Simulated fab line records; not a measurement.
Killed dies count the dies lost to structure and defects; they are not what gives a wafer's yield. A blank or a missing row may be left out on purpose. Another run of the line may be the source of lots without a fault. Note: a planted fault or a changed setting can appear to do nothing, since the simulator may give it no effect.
Matching of chambers -- flow n5 finfet -- N5_FIN_SAQP_ETCH_57 on rie diel-06: 4 sister chambers
The step etches SiNx in CH3F/O2, target depth 32.5 nm, time 46.4 s. 4 wafers are shown with their chamber, then 8 later ones without.

== WAFERS, EACH WITH ITS CHAMBER ==
wafer,chamber,drypump motor current A (A)
L086.1,2,5.3
L086.3,0,5.2
L086.4,1,4.9
L087.2,3,6.7

== WAFERS WITHOUT THEIR CHAMBER ==
wafer,drypump motor current A (A)
L087.3,5.2
L087.4,5.4
L094.1,5.3
L094.2,5.2
L094.5,4.8
L095.2,5.4
L095.3,5.2
L095.5,5.2

== CHAMBER TAKEN BY EACH ==
wafer,from the rows above,in truth
L087.3,can't be placed: 0 or 2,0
L087.4,can't be placed: 2 or 0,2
L094.1,can't be placed: 2 or 0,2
L094.2,can't be placed: 0 or 2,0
L094.5,1,1
L095.2,can't be placed: 2 or 0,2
L095.3,can't be placed: 0 or 2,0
L095.5,can't be placed: 0 or 2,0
1 of 8 placed correctly. Can't be placed from these rows: 7 (the true chamber is among the candidates in 7). Wrongly placed: 0.
How it was worked out, from the rows above alone: a wafer's distance from a chamber is the root of the sum, over the readings, of the square of ((its reading less the chamber's mean) divided by the reading's scatter). If the next closest chamber is less than 2 further off than the closest, the wafer can't be placed; otherwise it belongs to the closest. Each chamber's mean is taken over the wafers shown for it. The scatter: root of mean squared gap, hidden wafer to nearest shown wafer, with one shown wafer a chamber.
